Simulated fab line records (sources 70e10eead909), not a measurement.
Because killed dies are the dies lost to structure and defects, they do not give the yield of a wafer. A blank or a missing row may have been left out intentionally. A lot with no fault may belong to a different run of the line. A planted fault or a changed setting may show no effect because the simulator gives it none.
Matching of chambers -- flow nand_harc -- NHARC_A_M1_ETCH_35 on rie_diel-11: 4 sister chambers
The step etches the open film in N2/H2, target depth 40 nm, overetch 12 nm, time 43.94 s. 4 wafers are shown with their chamber, then 10 later ones without.

WAFERS PAIRED WITH THEIR CHAMBERS
wafer,chamber,drypump_motor_current_A (A)
L085.2,0,5.5
L086.3,1,5.4
L092.1,2,6.5
L092.3,3,5.8

WAFERS MISSING THEIR CHAMBER
wafer,drypump_motor_current_A (A)
L092.4,5.4
L089.1,6.5
L089.3,5.4
L089.6,5.8
L088.2,5.7
L088.4,5.4
L088.5,6.5
L097.2,5.4
L097.4,5.8
L097.5,6.5

WHICH CHAMBER EACH WENT THROUGH
wafer,from the rows above,in truth
L092.4,1,1
L089.1,2,2
L089.3,1,1
L089.6,3,3
L088.2,3,3
L088.4,1,1
L088.5,2,2
L097.2,1,1
L097.4,3,3
L097.5,2,2
Correctly placed: 10 of 10. Not placeable from these rows: 0. 0 placed wrongly.
How it was worked out, from the rows above alone: a wafer's distance from a chamber is the root of the sum, over the readings, of the square of ((its reading less the chamber's mean) divided by the reading's scatter). If the next closest chamber is less than 2 further off than the closest, the wafer can't be placed; otherwise it belongs to the closest. Each chamber's mean is taken over the wafers shown for it. The scatter: with one shown wafer a chamber, the root of the mean of the squares of how far each hidden wafer lies from its nearest shown one.
